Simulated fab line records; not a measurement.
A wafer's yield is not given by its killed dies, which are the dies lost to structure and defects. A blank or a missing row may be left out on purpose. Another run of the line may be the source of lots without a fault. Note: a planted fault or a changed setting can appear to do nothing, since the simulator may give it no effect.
fab line records | flow nand-harc | part 2 of 2: steps 5 to 6 of 6
record lots=20 | wafers=60 | last-day=25
route steps=1159 shown A_CONTACT@936 A_BLC@983
lots with no fault: from the same line, run without faults
start-h: hours from the record's first day to the start of the lot's first wafer shown | wait-h: how many hours have passed since the lot's step before this one | " same as the row above | L1.1+2: several wafers, shown together as one row | - no value, or no start given | * or withheld: withheld | < > ~ a bound
route shown NAME@n: a module of which the file shows steps, and the number in the route of the first | usual: mean and standard deviation over wafers with no fault | same: alike in all rows | chamber/n: place in a boat | sites: readings site by site | _std_site: standard deviation across them | _edge_site: inner sites' mean taken away from outer sites' mean | radius-mm: for every site, how far away it sits from the centre of the wafer | mask NAME#n: copy n | behind: the tool/chamber that last shaped the wafer | hold: cause of the lot's hold/its duration in hours/its outcome | device: transistor that didn't switch, given as n, p or np | end of line: the same wafers' tests at the end of the route | a step without rows: its recipe alone | killed: not the wafer's yield, but the dies lost to structure and defects at the first sort | map: per-die view of a wafer (x killed, . not killed, _ where there is no die)
set.NAME: the setting as run; set.NAME@STEP: as run at that earlier step | model.NAME: the simulator's own value behind a step, which no gauge read
one table for each step of the route and one row for each wafer, over a sample of lots
services: when a tool's chamber went out of use (start-h, in hours from the record's first day, below 0 if earlier), for how many hours, and the reason
## steps
# step NHARC_A_CONTACT_CMP_20
# recipe t-overpolish-s=30 | target-thk-nm=300
# usual motor-current-A=11.9/1.3 | overpolish-run-s=30.001/0.0094 | retaining-ring-pressure-frac=1.000/0.0045 | time-to-endpoint-s=60/3.2
lot.wafer | tool   | chamber | start-h | wait-h | motor-current-A | overpolish-run-s | retaining-ring-pressure-frac | time-to-endpoint-s
L076.4    | cmp-04 | 3       | 393.93  | 0.4    | 11.9            | 30.007           | 1.000                        | 59
L076.1    | "      | 0       | "       | "      | 12.4            | 29.987           | 0.999                        | 59
L076.2    | "      | 1       | "       | "      | 11.6            | 30.010           | 0.993                        | 61
L075.4    | cmp-02 | 2       | 395.18  | 0.4    | 11.2            | 29.985           | 0.995                        | 62
L075.3    | "      | 3       | "       | "      | 13.0            | 30.008           | 0.994                        | 61
L075.6    | "      | 3       | "       | "      | 13.4            | 30.009           | 1.007                        | 64
L077.2    | cmp-02 | 1       | 401.71  | 0.8    | 13.1            | 29.997           | 0.999                        | 60
L077.3    | "      | 2       | "       | "      | 12.1            | 29.998           | 0.993                        | 61
L077.1    | "      | 0       | "       | "      | 9.6             | 29.989           | 0.995                        | 64
L078.4    | cmp-04 | 1       | 406.42  | 0.5    | 12.8            | 29.992           | 0.998                        | 55
L078.2    | "      | 2       | "       | "      | 10.3            | 29.979           | 1.002                        | 57
L078.6    | "      | 2       | "       | "      | 10.9            | 29.992           | 1.005                        | 58
L079.1    | cmp-04 | 3       | 411.25  | 0.6    | 12.2            | 30.007           | 1.001                        | 60
L079.4    | "      | 0       | "       | "      | 13.1            | 29.998           | 0.993                        | 57
L079.2    | "      | 2       | "       | "      | 10.7            | 30.003           | 0.998                        | 60
L081.3    | cmp-02 | 0       | 440.76  | 0.4    | 9.6             | 30.002           | 1.005                        | 59
L081.4    | "      | 1       | "       | "      | 12.7            | 30.004           | 0.998                        | 60
L081.6    | "      | 1       | "       | "      | 12.9            | 29.987           | 1.003                        | 59
L082.2    | cmp-04 | 1       | 446.79  | 0.8    | 12.2            | 30.006           | 0.996                        | 55
L082.3    | "      | 3       | "       | "      | 11.5            | 30.013           | 1.000                        | 57
L082.1    | "      | 0       | "       | "      | 13.0            | 29.998           | 1.002                        | 54
L080.4    | cmp-04 | 3       | 452.47  | 0.4    | 11.8            | 29.986           | 0.998                        | 60
L080.2    | "      | 0       | "       | "      | 13.1            | 29.984           | 1.002                        | 56
L080.1    | "      | 1       | "       | "      | 13.2            | 30.007           | 1.003                        | 61
L083.4    | cmp-02 | 3       | 453.99  | 0.5    | 13.3            | 30.004           | 0.999                        | 67
L083.6    | "      | 0       | "       | "      | 8.9             | 29.995           | 0.992                        | 59
L083.5    | "      | 1       | "       | "      | 13.5            | 30.017           | 0.998                        | 64
L084.2    | cmp-02 | 0       | 458.96  | 0.7    | 9.8             | 29.994           | 1.004                        | 61
L084.3    | "      | 2       | "       | "      | 11.5            | 30.005           | 1.007                        | 62
L084.5    | "      | 3       | "       | "      | 12.5            | 30.002           | 1.002                        | 60
L088.1    | cmp-02 | 3       | 460.16  | 0.7    | 13.1            | 30.006           | 0.998                        | 64
L088.6    | "      | 1       | "       | "      | 13.1            | 30.000           | 0.990                        | 64
L088.5    | "      | 2       | "       | "      | 11.7            | 29.992           | 0.997                        | 65
L085.4    | cmp-02 | 2       | 460.48  | 0.5    | 11.1            | 30.005           | 0.989                        | 61
L085.5    | "      | 2       | "       | "      | 10.9            | 30.025           | 1.000                        | 61
L085.6    | "      | 3       | "       | "      | 12.8            | 30.008           | 1.004                        | 62
L086.2    | cmp-04 | 1       | 463.70  | 0.8    | 12.6            | 30.010           | 1.007                        | 57
L086.3    | "      | 2       | "       | "      | 10.9            | 30.011           | 0.998                        | 56
L086.5    | "      | 1       | "       | "      | 12.3            | 30.003           | 1.001                        | 57
L090.4    | cmp-02 | 0       | 475.61  | 0.6    | 9.6             | 29.996           | 0.997                        | 54
L090.3    | "      | 3       | "       | "      | 13.4            | 30.004           | 1.008                        | 59
L090.5    | "      | 1       | "       | "      | 12.3            | 29.996           | 1.002                        | 60
L089.2    | cmp-02 | 3       | 483.36  | 0.8    | 13.2            | 29.990           | 0.999                        | 62
L089.3    | "      | 0       | "       | "      | 9.9             | 30.016           | 0.995                        | 63
L089.5    | "      | 3       | "       | "      | 13.0            | 29.998           | 1.003                        | 63
L087.4    | cmp-02 | 0       | 484.55  | 0.5    | 10.2            | 30.013           | 1.005                        | 61
L087.3    | "      | 1       | "       | "      | 13.3            | 30.009           | 0.998                        | 63
L087.5    | "      | 0       | "       | "      | 9.1             | 29.997           | 1.002                        | 61
L092.1    | cmp-03 | 1       | 489.65  | 0.8    | 12.6            | 29.995           | 1.002                        | 63
L092.5    | "      | 3       | "       | "      | 11.9            | 30.010           | 0.999                        | 63
L092.6    | "      | 0       | "       | "      | 10.9            | 29.991           | 0.995                        | 62
L091.2    | cmp-02 | 2       | 494.16  | 1.2    | 11.8            | 29.991           | 0.993                        | 63
L091.1    | "      | 0       | "       | "      | 9.7             | 30.017           | 0.998                        | 62
L091.5    | "      | 2       | "       | "      | 11.2            | 29.985           | 0.999                        | 62
L095.1    | cmp-04 | 1       | 513.93  | 0.8    | 12.5            | 30.008           | 1.001                        | 59
L095.2    | "      | 2       | "       | "      | 10.5            | 29.989           | 0.995                        | 57
L095.5    | "      | 1       | "       | "      | 11.9            | 29.996           | 0.994                        | 59
L096.3    | cmp-04 | 3       | 521.30  | 0.5    | 11.7            | 29.993           | 1.001                        | 60
L096.1    | "      | 1       | "       | "      | 12.7            | 30.010           | 1.000                        | 58
L096.2    | "      | 2       | "       | "      | 10.3            | 29.998           | 0.990                        | 59
# step NHARC_A_BLC_STRIP_21
# recipe o2-flow-sccm=500 | ar-flow-sccm=0 | bias-w=0 | chemistry=O2
# usual drypump-motor-current-A=5.9/0.5 | mfc-ar-sccm=0.009/0.011 | o2-flow-sccm=500.1/1.6 | oes-product-au=1.000/0.01 | rf-vpp-V=57.6/0.93 | showerhead-plenum-p-Torr=3.45/0.087 | throttle-valve-pct=17.037/0.0086
lot.wafer | tool        | chamber | start-h | wait-h | drypump-motor-current-A | mfc-ar-sccm | o2-flow-sccm | oes-product-au | rf-hours-counter-h | rf-vpp-V | showerhead-plenum-p-Torr | throttle-valve-pct
L076.4    | rie-diel-07 | 0       | 396.23  | 0.1    | 5.8                     | 0.029       | 500.7        | 1.010          | 15                 | 58.2     | 3.45                     | 17.024
L076.1    | "           | 2       | "       | "      | 6.2                     | 0.002       | 500.2        | 1.008          | 16                 | 56.5     | 3.42                     | 17.026
L076.2    | "           | 3       | "       | "      | 6.3                     | 0.026       | 499.6        | 1.007          | 17                 | 58.7     | 3.44                     | 17.028
L075.3    | rie-diel-05 | 0       | 397.33  | 0.1    | 6.5                     | 0.009       | 499.4        | 0.998          | 15                 | 57.7     | 3.36                     | 17.021
L075.4    | "           | 3       | "       | "      | 6.7                     | 0.026       | 500.1        | 0.985          | 19                 | 58.0     | 3.34                     | 17.052
L075.6    | "           | 1       | "       | "      | 5.2                     | 0.024       | 496.7        | 0.979          | -                  | 58.1     | 3.59                     | 17.040
L077.3    | rie-diel-10 | 0       | 403.97  | 0.1    | 5.7                     | 0           | 501.0        | 1.001          | 4                  | 57.2     | 3.48                     | 17.043
L077.2    | "           | 1       | "       | "      | 5.2                     | 0           | 499.3        | 0.994          | 4                  | 56.8     | 3.39                     | 17.028
L077.1    | "           | 3       | "       | "      | 5.6                     | 0           | 501.1        | 0.986          | 4                  | 56.9     | 3.49                     | 17.045
L078.2    | rie-diel-10 | 1       | 408.71  | 0.1    | 5.2                     | 0           | 498.4        | 0.994          | 5                  | 57.6     | 3.39                     | 17.031
L078.4    | "           | 3       | "       | "      | 5.6                     | 0           | 498.1        | 0.980          | 6                  | 57.9     | 3.49                     | 17.024
L078.6    | "           | 2       | "       | "      | 6.5                     | 0.009       | 498.8        | 0.988          | -                  | 56.4     | 3.58                     | 17.029
L079.4    | rie-diel-10 | 1       | 413.59  | 0.1    | 5.2                     | 0           | 498.5        | 1.000          | 6                  | 56.5     | 3.39                     | 17.056
L079.1    | "           | 2       | "       | "      | 6.5                     | 0.009       | 500.6        | 0.985          | 6                  | 56.8     | 3.58                     | 17.052
L079.2    | "           | 3       | "       | "      | 5.6                     | 0           | 501.4        | 0.994          | 6                  | 56.3     | 3.49                     | 17.025
L081.4    | rie-diel-07 | 3       | 443.07  | 0.2    | 6.3                     | 0.026       | 501.7        | 1.003          | 2                  | 58.2     | 3.43                     | 17.047
L081.3    | "           | 0       | "       | "      | 5.8                     | 0.029       | 500.2        | 1.003          | 2                  | 57.5     | 3.45                     | 17.033
L081.6    | "           | 3       | "       | "      | 6.3                     | 0.026       | 502.0        | 1.003          | -                  | 56.3     | 3.43                     | 17.037
L082.3    | rie-diel-05 | 0       | 449.04  | 0.1    | 6.5                     | 0.009       | 502.8        | 0.986          | 33                 | 56.3     | 3.35                     | 17.038
L082.2    | "           | 1       | "       | "      | 5.2                     | 0.024       | 501.9        | 0.987          | 38                 | 57.5     | 3.58                     | 17.048
L082.1    | "           | 2       | "       | "      | 5.3                     | 0.013       | 499.3        | 0.994          | 37                 | 59.4     | 3.54                     | 17.032
L080.1    | rie-diel-10 | 3       | 454.58  | 0.1    | 5.6                     | 0           | 499.9        | 0.992          | 10                 | 59.4     | 3.49                     | 17.038
L080.2    | "           | 0       | "       | "      | 5.7                     | 0           | 498.9        | 0.996          | 9                  | 58.0     | 3.48                     | 17.028
L080.4    | "           | 2       | "       | "      | 6.5                     | 0.009       | 500.3        | 1.003          | 10                 | 58.9     | 3.58                     | 17.040
L083.4    | rie-diel-05 | 3       | 456.20  | 0.1    | 6.7                     | 0.026       | 499.2        | 0.983          | 39                 | 56.7     | 3.33                     | 17.051
L083.6    | "           | 0       | "       | "      | 6.5                     | 0.009       | 501.1        | 1.005          | -                  | 59.0     | 3.34                     | 17.027
L083.5    | "           | 1       | "       | "      | 5.2                     | 0.024       | 499.9        | 0.992          | -                  | 58.1     | 3.58                     | 17.036
L084.3    | rie-diel-10 | 1       | 461.07  | 0.1    | 5.2                     | 0           | 499.5        | 0.986          | 9                  | 57.9     | 3.39                     | 17.031
L084.2    | "           | 0       | "       | "      | 5.7                     | 0           | 497.4        | 1.005          | 10                 | 56.6     | 3.48                     | 17.042
L084.5    | "           | 1       | "       | "      | 5.2                     | 0           | 500.3        | 0.993          | -                  | 58.0     | 3.39                     | 17.025
L088.1    | rie-diel-10 | 2       | 462.32  | 0.1    | 6.5                     | 0.009       | 500.3        | 1.004          | 11                 | 57.4     | 3.58                     | 17.035
L088.6    | "           | 2       | "       | "      | 6.5                     | 0.009       | 501.6        | 1.007          | -                  | 57.7     | 3.58                     | 17.037
L088.5    | "           | 3       | "       | "      | 5.6                     | 0           | 499.9        | 0.990          | -                  | 58.5     | 3.49                     | 17.033
L085.4    | rie-diel-07 | 1       | 462.60  | 0.1    | 5.8                     | 0           | 500.3        | 1.002          | 4                  | 56.2     | 3.29                     | 17.053
L085.5    | "           | 0       | "       | "      | 5.8                     | 0.029       | 501.3        | 1.016          | -                  | 57.4     | 3.45                     | 17.054
L085.6    | "           | 1       | "       | "      | 5.8                     | 0           | 499.7        | 1.005          | -                  | 57.2     | 3.29                     | 17.045
L086.3    | rie-diel-10 | 0       | 465.92  | 0.1    | 5.7                     | 0           | 502.8        | 0.996          | 10                 | 57.2     | 3.48                     | 17.036
L086.2    | "           | 2       | "       | "      | 6.6                     | 0.009       | 499.0        | 0.989          | 11                 | 55.6     | 3.58                     | 17.031
L086.5    | "           | 1       | "       | "      | 5.2                     | 0           | 500.0        | 0.989          | -                  | 57.4     | 3.39                     | 17.035
L090.3    | rie-diel-05 | 2       | 477.85  | 0.1    | 5.3                     | 0.013       | 498.8        | 1.015          | 48                 | 56.9     | 3.53                     | 17.027
L090.4    | "           | 0       | "       | "      | 6.5                     | 0.009       | 499.8        | 1.003          | 44                 | 56.6     | 3.34                     | 17.043
L090.5    | "           | 2       | "       | "      | 5.3                     | 0.013       | 498.8        | 1.007          | -                  | 56.7     | 3.53                     | 17.042
L089.3    | rie-diel-07 | 0       | 485.62  | 0.1    | 5.8                     | 0.029       | 501.9        | 1.005          | 6                  | 56.9     | 3.45                     | 17.041
L089.2    | "           | 1       | "       | "      | 5.8                     | 0           | 502.3        | 0.998          | 6                  | 57.9     | 3.28                     | 17.034
L089.5    | "           | 3       | "       | "      | 6.3                     | 0.026       | 500.2        | 0.996          | -                  | 58.9     | 3.43                     | 17.045
L087.4    | rie-diel-10 | 1       | 486.70  | 0.1    | 5.2                     | 0           | 500.2        | 0.986          | 11                 | 57.0     | 3.39                     | 17.041
L087.3    | "           | 2       | "       | "      | 6.6                     | 0.009       | 498.3        | 1.002          | 13                 | 58.6     | 3.58                     | 17.022
L087.5    | "           | 0       | "       | "      | 5.7                     | 0           | 500.8        | 0.997          | -                  | 56.9     | 3.48                     | 17.014
L092.1    | rie-diel-10 | 2       | 491.84  | 0.1    | 6.6                     | 0.009       | 497.9        | 0.984          | 14                 | 58.4     | 3.58                     | 17.030
L092.6    | "           | 2       | "       | "      | 6.5                     | 0.009       | 500.9        | 1.000          | -                  | 58.5     | 3.58                     | 17.027
L092.5    | "           | 3       | "       | "      | 5.6                     | 0           | 500.7        | 0.998          | -                  | 56.4     | 3.48                     | 17.044
L091.2    | rie-diel-07 | 2       | 496.40  | 0.1    | 6.2                     | 0.002       | 500.2        | 1.007          | 9                  | 57.3     | 3.41                     | 17.037
L091.1    | "           | 0       | "       | "      | 5.8                     | 0.029       | 497.6        | 0.989          | 8                  | 58.2     | 3.45                     | 17.026
L091.5    | "           | 3       | "       | "      | 6.3                     | 0.026       | 501.8        | 1.009          | -                  | 58.4     | 3.43                     | 17.023
L095.1    | rie-diel-07 | 2       | 516.25  | 0.1    | 6.1                     | 0.002       | 500.6        | 1.022          | 11                 | 57.3     | 3.41                     | 17.037
L095.2    | "           | 0       | "       | "      | 5.8                     | 0.029       | 503.4        | 0.994          | 10                 | 55.5     | 3.45                     | 17.015
L095.5    | "           | 3       | "       | "      | 6.3                     | 0.026       | 499.6        | 1.012          | -                  | 59.0     | 3.43                     | 17.043
L096.2    | rie-diel-10 | 0       | 523.65  | 0.1    | 5.7                     | 0           | 498.6        | 1.023          | 16                 | 58.5     | 3.48                     | 17.019
L096.1    | "           | 1       | "       | "      | 5.2                     | 0           | 496.6        | 1.006          | 15                 | 56.8     | 3.39                     | 17.053
L096.3    | "           | 2       | "       | "      | 6.5                     | 0.009       | 499.2        | 0.999          | 17                 | 58.3     | 3.58                     | 17.036
## services
tool        | chamber | start-h | hours | kind
rie-diel-09 | 2       | 366.19  | 2.7   | repair
rie-diel-10 | -       | 366.32  | 9.0   | pm
rie-diel-05 | 0       | 384.98  | 7.7   | repair
rie-diel-05 | 3       | 385.22  | 1.5   | repair
cmp-04      | -       | 399.01  | 4.0   | pm
rie-diel-07 | -       | 405.23  | 9.0   | pm
cmp-04      | -       | 411.80  | 1.7   | repair
cmp-03      | -       | 413.43  | 0.9   | repair
rie-diel-06 | -       | 418.23  | 9.0   | pm
cmp-03      | -       | 426.52  | 0.7   | repair
cmp-02      | -       | 428.29  | 4.0   | pm
rie-diel-09 | -       | 431.95  | 9.0   | pm
rie-diel-06 | 0       | 432.23  | 13.8  | repair
cmp-03      | -       | 440.84  | 1.4   | repair
rie-diel-13 | 0       | 441.82  | 5.4   | repair
rie-diel-05 | -       | 444.68  | 0.8   | repair
rie-diel-10 | 1       | 447.99  | 3.9   | repair
cmp-03      | -       | 449.74  | 1.9   | repair
rie-diel-13 | -       | 453.17  | 9.0   | pm
cmp-04      | -       | 474.81  | 1.0   | repair
cmp-04      | -       | 483.77  | 4.2   | repair
cmp-04      | -       | 497.01  | 4.0   | pm
rie-diel-07 | 1       | 500.56  | 20.5  | repair
rie-diel-05 | -       | 517.66  | 9.0   | pm
